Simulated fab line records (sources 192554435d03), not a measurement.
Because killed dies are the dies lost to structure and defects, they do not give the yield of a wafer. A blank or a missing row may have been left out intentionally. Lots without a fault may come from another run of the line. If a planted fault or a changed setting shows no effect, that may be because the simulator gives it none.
fab line records	flow n5_finfet
[record] lots = 9	wafers = 27	last_day = 18
route steps=1938 shown DUMMY_GATE@234 BEOL_M4@1111 PASSIVATION@1936
lots with no fault: from the same line, run without faults
start_h: the number of hours between the record's first day and the start of the first shown wafer of the lot	wait_h: how many hours have passed since the lot's step before this one	" unchanged from the row above	L1.1+2: a single row standing in for several wafers	- value missing, or start not given	* or withheld: withheld	< > ~ a bound
route shown NAME@n: NAME is a module with steps in the file, n the number in the route of the first one	usual: mean/standard deviation of fault-free wafers	same: alike in all rows	chamber/n: place in a boat	sites: per-site readings	_std_site: their standard deviation	_edge_site: outer sites' mean less inner sites'	radius_mm: how far each site lies from the wafer's centre	mask NAME#n: copy n	behind: the last tool/chamber to shape the wafer	hold: what put the lot on hold/how long, in hours/how the hold closed	device: names the non-switching transistor (n, p or np)	end of line: tests of these same wafers at the route's end	for a step that has no rows: nothing shown but its recipe	killed: the dies lost at the first sort to structure and to defects; this is not the yield of the wafer	map: shows each die of a wafer: x if killed, . if not, _ if none is there
set.NAME: the setting that was run; set.NAME@STEP: the one run at that earlier step	model.NAME: the simulator's own value behind a step, which no gauge read
one table for each step of the route and one row for each wafer, over a sample of lots
services: a tool's chamber out of use, with start hour (start_h, from the record's first day; less than 0 if before it), hours out, and reason
[[steps]]
[step N5_DUMMY_GATE_DESCUM_20]
[recipe] chemistry = O2	time_s = 6.2	source_power_w = 50	bias_power_w = 20	pressure_mtorr = 20	rf_frequency_hz = 2.712e+07	temp_c = 40	resist = CAR-EUV	o2_flow_sccm = 225
[usual] drypump_motor_current_A = 5.9/0.37	oes_product_au = 0.75/0.06	rf_vpp_V = 243.7/1.1	showerhead_plenum_p_Torr = 2.13/0.052	throttle_valve_pct = 20.50/0.26
lot.wafer	tool	chamber	start_h	wait_h	drypump_motor_current_A	oes_product_au	rf_hours_counter_h	rf_vpp_V	showerhead_plenum_p_Torr	throttle_valve_pct
L127.2	rie_diel-03	3	78.63	0.6	6.3	0.70	232	244.2	2.16	20.38
L127.3	"	0	"	"	6.2	0.72	197	243.3	2.18	20.85
L127.4	"	1	"	"	5.8	0.73	162	244.6	2.16	20.38
L129.2	rie_diel-06	3	89.13	0.0	5.9	0.74	173	242.0	1.99	20.62
L129.5	"	0	"	"	5.3	0.71	-	243.4	2.08	20.81
L129.6	"	3	"	"	5.9	0.74	-	240.9	1.99	20.62
L132.1	rie_diel-03	1	108.61	0.4	5.7	0.71	170	245.2	2.16	20.41
L132.3	"	3	"	"	6.3	0.69	241	243.3	2.16	20.38
L132.6	"	3	"	"	6.3	0.69	-	243.7	2.16	20.39
L135.1	rie_diel-06	0	126.30	0.0	5.4	0.71	177	244.3	2.08	20.82
L135.4	"	2	"	"	5.5	0.82	64	242.2	2.04	20.34
L135.5	"	3	"	"	6.0	0.72	-	241.3	1.99	20.66
L136.1	rie_diel-03	1	132.16	0.0	5.8	0.71	181	243.7	2.16	20.43
L136.3	"	3	"	"	6.3	0.69	252	245.3	2.15	20.41
L136.6	"	0	"	"	6.2	0.70	-	243.7	2.17	20.85
L137.1	rie_diel-04	3	136.51	0.4	5.3	0.75	173	243.9	2.17	20.74
L137.3	"	0	"	"	6.1	0.88	52	243.6	2.13	19.99
L137.5	"	3	"	"	5.3	0.75	-	244.2	2.17	20.72
L139.1	rie_diel-04	1	149.79	0.0	6.3	0.76	134	245.4	2.18	20.31
L139.5	"	1	"	"	6.3	0.76	-	244.6	2.18	20.31
L139.6	"	0	"	"	6.1	0.87	-	244.4	2.13	20.00
L140.4	rie_diel-04	0	153.93	0.0	6.1	0.87	57	242.8	2.13	20.00
L140.5	"	3	"	"	5.3	0.75	-	243.4	2.17	20.74
L140.6	"	0	"	"	6.1	0.86	-	243.6	2.13	20.01
L143.1	rie_diel-03	2	171.24	0.0	5.7	0.84	68	242.9	2.05	20.33
L143.4	"	2	"	"	5.7	0.83	-	241.9	2.05	20.31
L143.5	"	0	"	"	6.2	0.69	-	243.6	2.16	20.91
[step N5_DUMMY_GATE_ETCH_23]
[recipe] chemistry = HBr/Cl2/O2	HBr_flow_sccm = 150	Cl2_flow_sccm = 80	O2_flow_sccm = 12	bias_w = 102	target_depth_a = 410	time_s = 22.3	target = poly-Si	mask_material = SiO2	pressure_mtorr = 10	icp_w = 800
[usual] O2_flow_sccm = 12.00/0.035	bias_w = 102.0/0.3	drypump_motor_current_A = 5.8/0.38	he_backside_leak_sccm = 2.78/0.25	oes_product_au = 0.997/0.018	throttle_valve_pct = 37.32/0.29
lot.wafer	tool	chamber	start_h	wait_h	O2_flow_sccm	bias_w	drypump_motor_current_A	he_backside_leak_sccm	oes_product_au	rf_hours_counter_h	throttle_valve_pct
L127.2	rie_si-02	3	79.33	0.0	12.04	102.6	6.0	2.99	1.010	84	37.62
L127.3	"	1	"	"	11.97	102.3	5.9	2.67	0.976	124	37.27
L127.4	"	2	"	"	11.98	102.0	5.5	2.36	0.994	165	36.87
L129.2	rie_si-05	3	90.04	0.0	11.97	101.9	6.2	2.95	0.996	153	37.19
L129.5	"	3	"	"	12.00	102.2	6.2	3.03	0.988	-	37.18
L129.6	"	2	"	"	11.94	101.9	6.5	2.69	0.999	-	37.75
L132.1	rie_si-02	3	109.40	0.0	11.95	102.4	6.0	3.04	1.009	84	37.63
L132.3	"	1	"	"	12.05	101.5	5.9	3.74	0.972	125	37.29
L132.6	"	3	"	"	11.99	101.6	6.0	2.91	1.016	-	37.64
L135.1	rie_si-04	3	127.00	0.0	12.03	102.4	6.0	3.16	1.007	183	36.97
L135.4	"	0	"	"	12.01	102.2	5.0	2.80	1.006	141	37.23
L135.5	"	1	"	"	12.02	101.9	5.4	2.50	0.972	-	37.12
L136.1	rie_si-02	2	132.86	0.0	11.97	101.7	5.6	2.34	1.014	166	36.87
L136.3	"	0	"	"	11.96	102.1	6.1	2.91	0.979	155	37.09
L136.6	"	3	"	"	11.99	102.4	6.0	3.00	1.021	-	37.63
L137.1	rie_si-05	1	137.29	0.0	12.02	102.1	5.8	3.04	1.020	92	37.38
L137.3	"	3	"	"	11.98	102.7	6.1	3.03	1.003	154	37.18
L137.5	"	3	"	"	11.99	103.0	6.2	3.07	0.992	-	37.18
L139.1	rie_si-05	1	150.49	0.0	11.97	102.1	5.7	3.09	1.034	93	37.40
L139.5	"	1	"	"	11.96	102.1	5.7	3.00	1.038	-	37.40
L139.6	"	0	"	"	12.02	101.5	5.6	2.60	1.005	-	37.27
L140.4	rie_si-02	1	154.73	0.0	12.04	101.8	5.8	2.58	0.963	125	37.28
L140.5	"	3	"	"	11.99	102.3	6.0	2.96	1.014	-	37.62
L140.6	"	2	"	"	12.00	101.4	5.6	2.47	0.997	-	36.86
L143.1	rie_si-05	3	171.94	0.0	11.99	101.9	6.2	2.94	0.985	155	37.19
L143.4	"	0	"	"	12.04	101.6	5.6	2.44	0.991	6	37.28
L143.5	"	3	"	"	11.98	101.7	6.2	2.87	0.975	-	37.18
[step N5_DUMMY_GATE_CD_MEAS_24]
[recipe] target_cd_nm = 15
[usual] cd_nm = 15.0/0.41
lot.wafer	tool	chamber	start_h	wait_h	cd_nm
L127.2	cd_sem-03	-	79.50	0.1	15.4
L127.3	"	-	"	"	15.1
L127.4	"	-	"	"	14.3
L129.2	cd_sem-01	-	90.21	0.1	15.3
L129.5	"	-	"	"	15.3
L129.6	"	-	"	"	15.0
L132.1	cd_sem-03	-	109.56	0.1	14.0
L132.3	"	-	"	"	15.2
L132.6	"	-	"	"	14.1
L135.1	cd_sem-03	-	127.16	0.1	14.7
L135.4	"	-	"	"	14.9
L135.5	"	-	"	"	14.0
L136.1	cd_sem-01	-	133.03	0.1	15.4
L136.3	"	-	"	"	15.3
L136.6	"	-	"	"	14.9
L137.1	cd_sem-03	-	137.45	0.1	15.3
L137.3	"	-	"	"	15.5
L137.5	"	-	"	"	14.9
L139.1	cd_sem-03	-	150.66	0.1	15.3
L139.5	"	-	"	"	15.6
L139.6	"	-	"	"	14.9
L140.4	cd_sem-01	-	154.91	0.1	15.7
L140.5	"	-	"	"	14.8
L140.6	"	-	"	"	15.1
L143.1	cd_sem-01	-	172.11	0.1	15.5
L143.4	"	-	"	"	15.6
L143.5	"	-	"	"	15.2
[step N5_DUMMY_GATE_ETCH_42]
[recipe] chemistry = CHF3/O2	target = SiO2	target_depth_a = 35	time_s = 31	ion_energy_ev = 30	bias_w = 12	pressure_mtorr = 30	source_w = 600	Ar_flow_sccm = 200	CHF3_flow_sccm = 50	O2_flow_sccm = 5
[usual] O2_flow_sccm = 5.000/0.014	bias_w = 12.00/0.037	drypump_motor_current_A = 5.9/0.41	oes_product_au = 0.75/0.059	rf_vpp_V = 42.5/1	showerhead_plenum_p_Torr = 2.45/0.064	throttle_valve_pct = 18.89/0.26
lot.wafer	tool	chamber	start_h	wait_h	O2_flow_sccm	bias_w	drypump_motor_current_A	oes_product_au	rf_hours_counter_h	rf_vpp_V	showerhead_plenum_p_Torr	throttle_valve_pct
L127.2	rie_diel-04	2	79.54	0.0	4.994	12.03	6.4	0.71	205	43.5	2.48	19.05
L127.3	"	1	"	"	5.015	12.03	6.3	0.77	115	41.2	2.54	18.83
L127.4	"	0	"	"	4.996	12.00	6.1	0.88	38	43.6	2.44	18.26
L129.2	rie_diel-04	3	90.25	0.0	4.996	11.99	5.3	0.76	162	42.1	2.50	19.06
L129.5	"	3	"	"	4.994	11.98	5.3	0.75	-	41.3	2.50	19.06
L129.6	"	2	"	"	5.014	11.99	6.4	0.70	-	44.1	2.48	19.06
L132.1	rie_diel-04	2	109.64	0.1	5.003	12.04	6.4	0.69	212	42.8	2.47	19.06
L132.3	"	1	"	"	5.004	12.04	6.3	0.76	122	42.8	2.54	18.83
L132.6	"	2	"	"	4.983	11.97	6.4	0.70	-	42.4	2.47	19.05
L135.1	rie_diel-03	3	127.31	0.1	5.013	11.99	6.4	0.68	249	42.6	2.46	18.71
L135.4	"	1	"	"	5.003	11.99	5.7	0.70	-	42.1	2.49	18.88
L135.5	"	3	"	"	4.997	12.01	6.4	0.67	-	42.0	2.46	18.72
L136.1	rie_diel-04	3	133.08	0.0	5.002	12.66	5.3	0.75	172	44.1	2.50	19.07
L136.3	"	2	"	"	4.998	12.67	6.4	0.71	218	43.5	2.47	19.09
L136.6	"	3	"	"	4.960	12.68	5.4	0.75	-	45.1	2.50	19.08
L137.1	rie_diel-06	0	137.50	0.0	5.035	11.97	5.4	0.71	180	43.6	2.40	19.22
L137.3	"	2	"	"	4.979	12.01	5.5	0.82	68	44.2	2.34	18.71
L137.5	"	1	"	"	5.008	12.01	5.3	0.76	-	41.4	2.44	18.89
L139.1	rie_diel-04	0	150.71	0.0	4.990	12.66	6.1	0.87	57	45.0	2.44	18.28
L139.5	"	0	"	"	5.011	12.60	6.1	0.86	-	44.3	2.44	18.26
L139.6	"	3	"	"	4.997	12.56	5.4	0.75	-	42.9	2.49	19.10
L140.4	rie_diel-04	1	154.95	0.0	5.005	12.65	6.4	0.76	135	43.8	2.54	18.87
L140.5	"	1	"	"	5.012	12.61	6.3	0.76	-	44.7	2.54	18.87
L140.6	"	2	"	"	5.015	12.63	6.5	0.70	-	43.9	2.47	19.09
L143.1	rie_diel-06	0	172.37	0.3	4.979	11.98	5.4	0.72	187	42.7	2.40	19.25
L143.4	"	3	"	"	4.985	12.00	6.0	0.71	195	42.9	2.30	19.09
L143.5	"	3	"	"	4.997	12.08	6.0	0.71	-	40.8	2.30	19.09
[step N5_BEOL_M4_RC_MEAS_101]
[usual] DIBL_N = 36.3/1.8	DIBL_P = 36.5/2.1	IOFF_N = 0.16/0.031	IOFF_P = 0.22/0.038	ION_N = 677/12	ION_P = 466/7.8	SS_N = 71.5/0.61	SS_P = 73.2/0.7	VT_N = 249/3	VT_P = -248.9/3
lot.wafer	tool	chamber	start_h	wait_h	DIBL_N[mV/V]	DIBL_P[mV/V]	IOFF_N[nA/um]	IOFF_P[nA/um]	ION_N[uA/um]	ION_P[uA/um]	SS_N[mV/dec]	SS_P[mV/dec]	VT_N[mV]	VT_P[mV]
L129.2	prober-02	0	217.02	0.2	35.5	37.0	0.17	0.27	689	478	71.1	73.5	246	-243.1
L129.5	"	0	"	"	34.6	35.8	0.15	0.24	687	480	71.0	72.2	249	-246.4
L129.6	"	0	"	"	39.3	42.0	0.28	0.38	708	488	72.2	73.6	238	-240.6
L127.2	prober-01	0	231.71	0.2	38.0	38.8	0.20	0.24	697	470	72.1	74.1	246	-249.7
L127.3	"	0	"	"	38.9	39.3	0.21	0.25	705	468	71.5	74.0	246	-250.0
L127.4	"	0	"	"	37.6	37.4	0.17	0.22	679	458	71.4	74.1	249	-252.2
L132.1	prober-01	0	236.79	0.0	39.5	38.0	0.17	0.22	673	458	72.5	74.0	249	-249.8
L132.3	"	0	"	"	37.6	36.5	0.16	0.22	673	468	71.8	72.9	250	-250.6
L132.6	"	0	"	"	40.1	38.6	0.18	0.23	686	466	72.8	74.0	250	-247.5
L135.1	prober-01	0	263.90	0.0	37.1	35.6	0.15	0.21	672	465	72.3	73.7	253	-248.6
L135.4	"	0	"	"	38.7	37.7	0.19	0.25	687	471	72.5	73.8	250	-247.8
L135.5	"	0	"	"	38.9	38.3	0.18	0.27	679	467	72.9	73.5	250	-247.4
L136.1	prober-02	0	267.05	0.0	36.2	36.2	0.15	0.23	666	464	71.3	73.1	252	-248.3
L136.3	"	0	"	"	35.5	36.1	0.15	0.22	679	474	71.7	73.5	247	-250.4
L136.6	"	0	"	"	39.4	40.5	0.21	0.32	687	479	71.9	73.8	244	-243.2
L137.1	prober-02	0	278.13	0.0	35.1	36.2	0.16	0.21	657	455	71.8	73.9	251	-250.5
L137.3	"	0	"	"	34.8	35.9	0.16	0.21	670	459	70.6	72.9	250	-249.4
L137.5	"	0	"	"	37.0	38.6	0.20	0.26	687	471	71.7	72.8	246	-247.5
L140.4	prober-02	0	281.58	0.5	34.9	35.1	0.15	0.21	681	469	71.1	72.8	247	-249.8
L140.5	"	0	"	"	37.3	38.4	0.20	0.25	686	470	71.6	73.8	247	-248.2
L140.6	"	0	"	"	34.2	34.0	0.14	0.18	664	462	71.3	72.1	251	-254.4
L139.1	prober-01	0	281.64	0.0	35.2	34.0	0.14	0.20	668	466	71.4	72.5	251	-248.6
L139.5	"	0	"	"	35.4	34.4	0.14	0.20	670	470	70.9	72.0	250	-248.9
L139.6	"	0	"	"	36.0	35.0	0.16	0.22	685	478	71.8	72.4	248	-248.1
L143.1	prober-02	0	307.68	0.0	32.2	32.2	0.10	0.15	641	449	70.8	72.1	256	-254.0
L143.4	"	0	"	"	32.5	32.5	0.11	0.15	671	462	70.4	72.4	255	-252.8
L143.5	"	0	"	"	33.8	33.8	0.12	0.17	650	453	70.7	72.5	253	-252.0
[step N5_PASSIVATION_PROBE_49]
[usual] defect_limited_yield = 91.2/1.5	killed_at_M0_to_M3 = 33/9.6	killed_at_M4_up = 14/5.6	killed_at_contacts = 14/5.5	killed_at_front_end = 40/13	killed_at_other = 4/3	killed_dies = 104/17	killed_open = 68/13	killed_short = 33/7.2	sort_bin_4_leakage = 0.00/0.014	sort_bin_5_function = 5.2/0.95	sort_bin_6_memory = 3.3/0.62	sort_bin_8_speed = 0.00/0.012	sort_n_pass = 1076/17	sort_yield_pct = 91.2/1.5
[same] gross_dies = 1180	killed_at_back_side = 0
lot.wafer	tool	chamber	start_h	wait_h	defect_limited_yield[%]	killed_at_M0_to_M3	killed_at_M4_up	killed_at_contacts	killed_at_front_end	killed_at_other	killed_dies	killed_open	killed_short	sort_bin_4_leakage[%]	sort_bin_5_function[%]	sort_bin_6_memory[%]	sort_bin_8_speed[%]	sort_n_pass	sort_yield_pct[%]
L127.2	prober-01	-	337.64	0.1	92.2	18	16	24	32	2	92	66	25	0	4.9	2.7	0	1088	92.2
L127.3	prober-01	-	337.69	0.1	90.4	29	17	24	36	7	113	72	38	0	5.3	3.6	0	1067	90.4
L127.4	prober-01	-	337.74	0.2	89.3	33	11	25	44	13	126	82	42	0	6.2	4.1	0	1054	89.3
L132.1	prober-02	-	341.92	0.0	91.4	20	5	20	54	2	101	69	29	0	4.4	3.6	0	1079	91.4
L132.3	prober-02	-	342.02	0.1	89.7	29	12	17	58	5	121	81	32	0	5.9	3.8	0	1059	89.7
L132.6	prober-02	-	342.17	0.3	90.8	35	13	15	45	1	109	71	29	0	5.9	2.8	0	1071	90.8
L135.1	prober-01	-	372.57	0.0	90.7	36	8	11	47	8	110	68	36	0	5.6	3.1	0	1070	90.7
L135.4	prober-01	-	372.72	0.2	91.0	19	11	13	54	9	106	62	38	0	5.3	3.3	0	1074	91.0
L135.5	prober-01	-	372.77	0.2	90.7	24	9	13	50	14	110	69	31	0	5.3	3.5	0	1070	90.7
L136.1	prober-02	-	386.41	0.0	91.6	31	8	17	41	2	99	59	38	0	5.0	2.9	0	1081	91.6
L136.3	prober-02	-	386.51	0.1	93.3	18	9	13	36	3	79	49	23	0	3.6	2.5	0	1101	93.3
L136.6	prober-02	-	386.66	0.3	91.9	31	11	8	39	6	95	63	32	0	4.2	3.4	0	1085	91.9
L137.1	prober-01	-	387.20	0.0	89.7	38	17	23	34	9	121	86	34	0	5.6	4.2	0	1059	89.7
L137.3	prober-01	-	387.30	0.1	90.8	54	9	17	26	2	108	69	36	0	5.9	3.0	0	1072	90.8
L137.5	prober-01	-	387.40	0.2	89.8	43	10	19	41	7	120	74	45	0	5.8	4.3	0	1060	89.8
// killed by level:class
L127.2 MOL_CONTACT_COAG:geometric_particle:open=19 STI_FIN_REVEAL:geometric_particle:open=13 FIN_SAQP:geometric_particle:open=7 BEOL_M4:geometric_particle:open=7 MOL_CONTACT_COAG:geometric_particle:short=5 BEOL_M5:geometric_particle:open=5 GATE_CUT:geometric_particle:short=3 BEOL_M0_SAQP:geometric_particle:short=3
L127.3 MOL_CONTACT_COAG:geometric_particle:open=19 FIN_SAQP:geometric_particle:open=9 FIN_SAQP:geometric_particle:short=7 BEOL_M0_SAQP:geometric_particle:short=6 BEOL_M3:geometric_particle:open=6 DUMMY_GATE:geometric_particle:open=5 MOL_CONTACT_COAG:geometric_particle:short=5 BEOL_M0_SAQP:geometric_particle:open=5
L127.4 MOL_CONTACT_COAG:geometric_particle:open=20 STI_FIN_REVEAL:geometric_particle:open=16 BEOL_M0_SAQP:geometric_particle:open=10 FIN_SAQP:geometric_particle:open=5 FIN_SAQP:geometric_particle:short=5 MOL_CONTACT_COAG:geometric_particle:short=5 BEOL_M1:geometric_particle:short=5 BEOL_M3:geometric_particle:open=5
L132.1 MOL_CONTACT_COAG:geometric_particle:open=17 STI_FIN_REVEAL:geometric_particle:open=14 FIN_SAQP:geometric_particle:short=7 FIN_SAQP:geometric_particle:open=6 DUMMY_GATE:geometric_particle:open=6 GATE_CUT:geometric_particle:short=6 BEOL_M1:geometric_particle:open=6 BEOL_M0_SAQP:geometric_particle:open=5
L132.3 FIN_SAQP:geometric_particle:open=17 MOL_CONTACT_COAG:geometric_particle:open=13 BEOL_M1:geometric_particle:open=11 DUMMY_GATE:geometric_particle:open=8 STI_FIN_REVEAL:geometric_particle:open=6 DUMMY_GATE:geometric_particle:short=5 BEOL_M0_SAQP:geometric_particle:short=5 MOL_CONTACT_COAG:geometric_particle:short=4
L132.6 FIN_SAQP:geometric_particle:open=14 BEOL_M0_SAQP:geometric_particle:open=13 MOL_CONTACT_COAG:geometric_particle:open=11 BEOL_M1:geometric_particle:open=8 BEOL_M0_SAQP:geometric_particle:short=6 STARTING-WAFER:geometric_particle:open=5 FIN_SAQP:geometric_particle:short=4 BEOL_M1:geometric_particle:short=4
L135.1 FIN_SAQP:geometric_particle:open=13 BEOL_M0_SAQP:geometric_particle:open=13 FIN_SAQP:geometric_particle:short=10 STI_FIN_REVEAL:geometric_particle:open=9 BEOL_M0_SAQP:geometric_particle:short=9 MOL_CONTACT_COAG:geometric_particle:open=8 BEOL_M2:geometric_particle:open=6 PASS1_DEP:geometric_particle:open=4
L135.4 STI_FIN_REVEAL:geometric_particle:open=11 FIN_SAQP:geometric_particle:open=10 MOL_CONTACT_COAG:geometric_particle:open=9 FIN_SAQP:geometric_particle:short=6 ILD0:geometric_particle:short=6 GATE_CUT:geometric_particle:open=6 BEOL_M2:geometric_particle:open=6 BEOL_M0_SAQP:geometric_particle:open=4
L135.5 STI_FIN_REVEAL:geometric_particle:open=18 MOL_CONTACT_COAG:geometric_particle:open=13 FIN_SAQP:geometric_particle:short=8 FIN_SAQP:geometric_particle:open=6 BEOL_M3:geometric_particle:open=6 STARTING-WAFER:geometric_particle:short=5 BEOL_M2:geometric_particle:open=4 PASS1_CAP:geometric_particle:short=4
L136.1 FIN_SAQP:geometric_particle:open=12 MOL_CONTACT_COAG:geometric_particle:open=9 FIN_SAQP:geometric_particle:short=8 STI_FIN_REVEAL:geometric_particle:open=7 MOL_CONTACT_COAG:geometric_particle:short=7 BEOL_M2:geometric_particle:open=7 BEOL_M2:geometric_particle:short=6 BEOL_M3:geometric_particle:open=6
L136.3 MOL_CONTACT_COAG:geometric_particle:open=13 FIN_SAQP:geometric_particle:open=6 HKMG_FIN:area_etch=6 FIN_SAQP:geometric_particle:short=5 STI_FIN_REVEAL:geometric_particle:open=4 BEOL_M3:geometric_particle:short=4 DUMMY_GATE:geometric_particle:open=4 BEOL_M4:geometric_particle:open=4
L136.6 FIN_SAQP:geometric_particle:open=11 BEOL_M1:geometric_particle:open=8 STI_FIN_REVEAL:geometric_particle:open=7 MOL_CONTACT_COAG:geometric_particle:open=7 FIN_SAQP:geometric_particle:short=6 BEOL_M2:geometric_particle:open=6 BEOL_M4:geometric_particle:open=6 GATE_CUT:geometric_particle:short=4
L137.1 MOL_CONTACT_COAG:geometric_particle:open=18 BEOL_M3:geometric_particle:open=14 FIN_SAQP:geometric_particle:open=13 BEOL_M1:geometric_particle:open=10 STI_FIN_REVEAL:geometric_particle:open=6 MOL_CONTACT_COAG:geometric_particle:short=5 BEOL_M1:geometric_particle:short=5 BEOL_M5:geometric_particle:open=5
L137.3 BEOL_M1:geometric_particle:open=14 BEOL_M0_SAQP:geometric_particle:short=11 MOL_CONTACT_COAG:geometric_particle:open=11 BEOL_M3:geometric_particle:open=9 BEOL_M0_SAQP:geometric_particle:open=8 BEOL_M2:geometric_particle:open=7 MOL_CONTACT_COAG:geometric_particle:short=6 GATE_CUT:geometric_particle:short=4
L137.5 MOL_CONTACT_COAG:geometric_particle:open=16 FIN_SAQP:geometric_particle:short=15 BEOL_M0_SAQP:geometric_particle:open=12 BEOL_M0_SAQP:geometric_particle:short=11 FIN_SAQP:geometric_particle:open=9 BEOL_M3:geometric_particle:open=6 BEOL_M2:geometric_particle:open=5 BEOL_M4:geometric_particle:open=5
[[services]]
tool	chamber	start_h	hours	kind
rie_diel-06	2	61.78	5.3	repair
rie_diel-04	0	63.01	9.9	repair
rie_si-04	3	67.29	5.4	repair
rie_diel-04	1	73.95	1.3	repair
rie_diel-03	2	91.92	5.7	repair
rie_diel-03	2	104.37	62.3	repair
rie_diel-04	-	122.71	2.8	pm
rie_si-04	-	129.49	2.8	pm
rie_diel-03	3	166.76	-	clean
rie_diel-03	3	166.76	-	consumable_replace:focus_ring
rie_diel-03	3	166.76	20.0	scheduled_down
rie_diel-03	3	166.76	20.0	vent_cycle
[[key]]
[first_sign] step = N5_DUMMY_GATE_ETCH_42	reading = bias_w	direction = up	sigmas = 17	usual = *	struck = *
[effect] step = N5_DUMMY_GATE_ETCH_42	reading = rf_vpp_V	direction = up	sigmas = 1.6	usual = 42.5	struck = 44.1
met_at N5_DUMMY_GATE_ETCH_42
struck_lots L136,L139,L140
not_acting_at N5_DUMMY_GATE_DESCUM_20,N5_DUMMY_GATE_ETCH_23,N5_DUMMY_GATE_CD_MEAS_24
onset_between 109.64 133.08
[fault] kind = process_parameter_drift	tool = rie_diel-04	chamber = -	onset_h = 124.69	steps = N5_DUMMY_GATE_ETCH_42	channel = bias_w	offset = *	shape = step	end_h = 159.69	acts_in = *	stated = *
